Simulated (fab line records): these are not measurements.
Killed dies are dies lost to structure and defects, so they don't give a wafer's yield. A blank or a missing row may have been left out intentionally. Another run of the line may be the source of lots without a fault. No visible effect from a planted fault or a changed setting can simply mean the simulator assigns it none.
Struck lot and sound lot, side by side || flow n5 finfet || 43 steps out of a route of 1938
Sound: the wafers L775.1, L775.3, L775.4. Wafers struck: L791.2, L791.5, L791.6. At the end, the cause is stated.
Order at every step that has rows: each side's tool, ch and its chambers, its first start. Under that, the readings that differ: sound wafers || struck wafers || difference of the means || sigmas: that difference in standard deviations of wafers without a fault.
alike: same words and numbers on both sides, and readings whose means sit less than 2 such deviations apart. not compared: any withheld reading, any reading some wafer has no value for, any bound like >300 that may hide the same value, and any number with overlapping values for which the record gives no deviation.
A row with sigmas, a row that says differs or no value, or rows on one side alone: a step with any of these is where the two part. Numbers that have no deviation but don't overlap get no sigmas and don't part them. A reading that every wafer of one side lacks parts them only if that side has two wafers or more.

first, 11 steps without rows for these wafers: N5_BEOL_M4_DESCUM_33 (chemistry O2, time 7 s); N5_BEOL_M4_ETCH_77 (etches underlayer in N2/H2, target depth 6.5 nm, time 5.2 s); N5_BEOL_M4_ETCH_69 (etches SiARC in CF4, target depth 15.6 nm, time 26 s); N5_BEOL_M4_ALD_98 (deposits SiO2, target thk 2.5 nm, pulse time 1 s, co reactant pulse time 1 s); N5_BEOL_M4_ETCHBACK_99 (etches SiO2 in CHF3, target depth 5 nm, time 10.4 s); N5_BEOL_M4_ETCH_70 (etches SOC in N2/H2, target depth 80 nm, overetch 24 nm, time 130 s); N5_BEOL_M4_STRIP_71 (strips in N2/H2); N5_BEOL_M4_STRIP_78 (strips in N2/H2); N5_BEOL_M4_VIA_ETCH_34 (etches the open film in C4F6/O2, target depth 69.4 nm, time 65.9 s); N5_BEOL_M4_STRIP_83 (strips in C4F6/O2); N5_BEOL_M4_STRIP_36 (strips in N2/H2).
N5_BEOL_M4_TRENCH_ETCH_37: etches SiOC in C4F6/O2, target depth 55.555 nm, time 29.2 s.
  sound on rie diel-03 ch 0,1,3, day 8 00:01; struck on rie diel-03 ch 0,2,3, day 12 05:05
{"reading": "run length s (s)", "sound": "52.27 52.62 52.33", "struck": "51.16 50.94 51.34", "difference": -1.26, "sigmas": -4}
{"reading": "model.BEOL_M4.feature depth nm (nm)", "sound": "55.6 55.2 57.2", "struck": "52.6 52.8 54.4", "difference": -2.7, "sigmas": ""}
{"reading": "model.etch.depth nm (nm)", "sound": "55.59 55.26 57.18", "struck": "52.53 52.79 54.36", "difference": -2.78, "sigmas": ""}
  alike: drypump motor current A, oes product au, rf vpp V, showerhead plenum p Torr, throttle valve pct
  not compared: rf hours counter h
then, 2 steps without rows for these wafers: N5_BEOL_M4_ETCH_41 (etches SiCN in CH3F/O2, target depth 29.9 nm, time 52.5 s); N5_BEOL_M4_STRIP_97 (strips in N2/H2, time 10 s).
N5_BEOL_M4_OCD_MEAS_38:
  sound on ocd-01, day 8 00:10; struck on ocd-02, day 12 05:15
{"reading": "trench depth nm (nm)", "sound": "56.1 55.2 56.6", "struck": "52.3 52.8 54.3", "difference": -2.8, "sigmas": -3}
then, 25 steps without rows for these wafers: N5_BEOL_M4_HM_STRIP_39 (strips TiN in peroxide tin strip, target depth 25 nm, time 158 s); N5_BEOL_M4_SRD_40 (time 30 s); N5_BEOL_M4_PRECLEAN_42 (cleans in residue remover, time 60 s); N5_BEOL_M4_SRD_43 (time 30 s); N5_BEOL_M4_DEGAS_44 (time 60 s); N5_BEOL_M4_PRE_CLEAN_45 (time 30 s); N5_BEOL_M4_ALD_84 (deposits TaN, pulse time 2 s, purge time 3 s, co reactant purge time 2 s); N5_BEOL_M4_SURFACE_TREAT_85; N5_BEOL_M4_CVD_47 (deposits Co from CCTBA/H2, target thk 3 nm, time 223.8 s); N5_BEOL_M4_SPUTTER_48 (material Cu, target thk 4.5 nm, time 8.29 s); N5_BEOL_M4_ANNEAL_49 (time 240 s); N5_BEOL_M4_SPUTTER_79 (material Cu, target thk 4.5 nm, time 8.29 s); N5_BEOL_M4_ANNEAL_80 (time 240 s); N5_BEOL_M4_SPUTTER_81 (material Cu, target thk 4.5 nm, time 8.29 s); N5_BEOL_M4_ANNEAL_82 (time 240 s); N5_BEOL_M4_SPUTTER_86 (material Cu, target thk 4.5 nm, time 8.29 s); N5_BEOL_M4_ANNEAL_87 (time 240 s); N5_BEOL_M4_SPUTTER_88 (material Cu, target thk 4.5 nm, time 8.29 s); N5_BEOL_M4_ANNEAL_89 (time 240 s); N5_BEOL_M4_SPUTTER_90 (material Cu, target thk 4.5 nm, time 8.29 s); N5_BEOL_M4_ANNEAL_91 (time 240 s); N5_BEOL_M4_SPUTTER_92 (material Cu, target thk 4.5 nm, time 8.29 s); N5_BEOL_M4_ANNEAL_93 (time 240 s); N5_BEOL_M4_SPUTTER_94 (material Cu, target thk 4.5 nm, time 8.29 s); N5_BEOL_M4_ANNEAL_95 (time 240 s).
N5_BEOL_M4_CMP_52: polishes, stops on SiOC, t overpolish 6.8 s, target thk 40 nm.
  sound on cmp-03 ch 0,1,2, day 8 04:48; struck on cmp-02 ch 0,1, day 12 09:35
{"reading": "time to endpoint s (s)", "sound": "63.0 63.2 63.4", "struck": "57.2 55.0 54.6", "difference": -7.6, "sigmas": -3}
{"reading": "model.Cu_of_BEOL_M4_ECD_50.thk nm (nm)", "sound": "41.4 41.2 42", "struck": "36 37.2 37.2", "difference": -5, "sigmas": ""}
  alike: barrier field endpoint s, motor current A, overpolish run s, slurry flow ml min
N5_BEOL_M4_RC_MEAS_101:
  sound on prober-01 ch 0, day 8 05:22; struck on prober-02 ch 0, day 12 10:18
  alike: DIBL_N, DIBL_P, IOFF_N, IOFF_P, ION_N, ION_P, SS_N, SS_P, VT_N, VT_P
following that, these wafers have no rows for 1 step: N5_PASSIVATION_PROBE_49.

WHERE THEY PART
Last at N5_BEOL_M4_CMP_52 as far as this record goes, first at N5_BEOL_M4_TRENCH_ETCH_37. Later steps at which nothing parts them and some readings are alike: N5_BEOL_M4_RC_MEAS_101.

WHY: what had been put in by the simulator
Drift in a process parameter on rie diel-03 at N5_BEOL_M4_TRENCH_ETCH_37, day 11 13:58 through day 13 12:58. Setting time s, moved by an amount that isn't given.
